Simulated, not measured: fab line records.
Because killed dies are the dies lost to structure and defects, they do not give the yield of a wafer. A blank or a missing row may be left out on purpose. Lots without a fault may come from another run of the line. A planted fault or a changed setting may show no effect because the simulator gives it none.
Matching of chambers / flow nand_harc / rie_diel-05 running NHARC_A_STAIRCASE_TRIM_229: 4 sister chambers
The step chemistry O2, time 211.2 s. 18 wafers are shown with their chamber, then 9 later ones without.

## WAFERS, EACH WITH ITS CHAMBER
wafer=L076.2; chamber=2; showerhead_plenum_p_Torr (Torr)=3.51; drypump_motor_current_A (A)=5.35; oes_product_au (a.u.)=1.001
wafer=L076.3; chamber=1; showerhead_plenum_p_Torr (Torr)=3.37; drypump_motor_current_A (A)=5.75; oes_product_au (a.u.)=0.993
wafer=L076.6; chamber=2; showerhead_plenum_p_Torr (Torr)=3.51; drypump_motor_current_A (A)=5.37; oes_product_au (a.u.)=1.002
wafer=L075.2; chamber=3; showerhead_plenum_p_Torr (Torr)=3.79; drypump_motor_current_A (A)=5.77; oes_product_au (a.u.)=1.009
wafer=L075.4; chamber=0; showerhead_plenum_p_Torr (Torr)=3.33; drypump_motor_current_A (A)=5.75; oes_product_au (a.u.)=1.008
wafer=L075.5; chamber=2; showerhead_plenum_p_Torr (Torr)=3.51; drypump_motor_current_A (A)=5.34; oes_product_au (a.u.)=1.000
wafer=L078.1; chamber=2; showerhead_plenum_p_Torr (Torr)=3.50; drypump_motor_current_A (A)=5.35; oes_product_au (a.u.)=0.990
wafer=L078.3; chamber=1; showerhead_plenum_p_Torr (Torr)=3.36; drypump_motor_current_A (A)=5.73; oes_product_au (a.u.)=0.972
wafer=L078.4; chamber=0; showerhead_plenum_p_Torr (Torr)=3.33; drypump_motor_current_A (A)=5.70; oes_product_au (a.u.)=0.985
wafer=L080.2; chamber=3; showerhead_plenum_p_Torr (Torr)=3.78; drypump_motor_current_A (A)=5.81; oes_product_au (a.u.)=0.994
wafer=L080.5; chamber=3; showerhead_plenum_p_Torr (Torr)=3.78; drypump_motor_current_A (A)=5.80; oes_product_au (a.u.)=0.987
wafer=L080.6; chamber=0; showerhead_plenum_p_Torr (Torr)=3.33; drypump_motor_current_A (A)=5.73; oes_product_au (a.u.)=0.991
wafer=L084.1; chamber=3; showerhead_plenum_p_Torr (Torr)=3.78; drypump_motor_current_A (A)=5.80; oes_product_au (a.u.)=1.012
wafer=L084.3; chamber=1; showerhead_plenum_p_Torr (Torr)=3.36; drypump_motor_current_A (A)=5.74; oes_product_au (a.u.)=0.993
wafer=L084.4; chamber=2; showerhead_plenum_p_Torr (Torr)=3.50; drypump_motor_current_A (A)=5.36; oes_product_au (a.u.)=1.000
wafer=L082.1; chamber=0; showerhead_plenum_p_Torr (Torr)=3.32; drypump_motor_current_A (A)=5.72; oes_product_au (a.u.)=0.998
wafer=L082.2; chamber=1; showerhead_plenum_p_Torr (Torr)=3.36; drypump_motor_current_A (A)=5.73; oes_product_au (a.u.)=0.988
wafer=L082.6; chamber=1; showerhead_plenum_p_Torr (Torr)=3.36; drypump_motor_current_A (A)=5.73; oes_product_au (a.u.)=0.985

SIGNATURES (averages over the wafers above)
reading=showerhead_plenum_p_Torr; chamber 0=3.3275; chamber 1=3.3620; chamber 2=3.5060; chamber 3=3.7825; scatter within a chamber=0.005
reading=drypump_motor_current_A; chamber 0=5.7250; chamber 1=5.7360; chamber 2=5.3540; chamber 3=5.7950; scatter within a chamber=0.0147
reading=oes_product_au; chamber 0=0.99550; chamber 1=0.98620; chamber 2=0.99860; chamber 3=1.00050; scatter within a chamber=0.00893
Rule: a wafer lies at a distance from a chamber equal to the root of the sum of squares, over the readings, of (its reading less the chamber's mean, divided by the reading's scatter). The wafer belongs to the nearest chamber; if the next one is less than 2 further off, it can't be placed. How the scatter is found: for the shown wafers, subtract from each reading the mean of its chamber, square and add these, divide the total by (wafers less chambers), then take the root.

## WAFERS WITHOUT THEIR CHAMBER
wafer=L083.3; showerhead_plenum_p_Torr (Torr)=3.32; drypump_motor_current_A (A)=5.72; oes_product_au (a.u.)=1.000
wafer=L083.4; showerhead_plenum_p_Torr (Torr)=3.36; drypump_motor_current_A (A)=5.74; oes_product_au (a.u.)=0.991
wafer=L083.5; showerhead_plenum_p_Torr (Torr)=3.50; drypump_motor_current_A (A)=5.34; oes_product_au (a.u.)=0.998
wafer=L087.2; showerhead_plenum_p_Torr (Torr)=3.32; drypump_motor_current_A (A)=5.73; oes_product_au (a.u.)=0.997
wafer=L087.4; showerhead_plenum_p_Torr (Torr)=3.77; drypump_motor_current_A (A)=5.81; oes_product_au (a.u.)=0.996
wafer=L087.5; showerhead_plenum_p_Torr (Torr)=3.77; drypump_motor_current_A (A)=5.78; oes_product_au (a.u.)=0.997
wafer=L094.1; showerhead_plenum_p_Torr (Torr)=3.35; drypump_motor_current_A (A)=5.73; oes_product_au (a.u.)=0.996
wafer=L094.3; showerhead_plenum_p_Torr (Torr)=3.31; drypump_motor_current_A (A)=5.73; oes_product_au (a.u.)=1.008
wafer=L094.6; showerhead_plenum_p_Torr (Torr)=3.48; drypump_motor_current_A (A)=5.35; oes_product_au (a.u.)=0.990

## CHAMBER TAKEN BY EACH
wafer=L083.3; from the rows above=0; in truth=0
wafer=L083.4; from the rows above=1; in truth=1
wafer=L083.5; from the rows above=2; in truth=2
wafer=L087.2; from the rows above=0; in truth=0
wafer=L087.4; from the rows above=3; in truth=3
wafer=L087.5; from the rows above=3; in truth=3
wafer=L094.1; from the rows above=can't be placed: 1 or 0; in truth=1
wafer=L094.3; from the rows above=0; in truth=0
wafer=L094.6; from the rows above=2; in truth=2
Correct placement for 8 of the 9. Cannot be placed on the basis of these rows: 1; the candidates contain the true chamber in 1. Placed wrongly: 0.
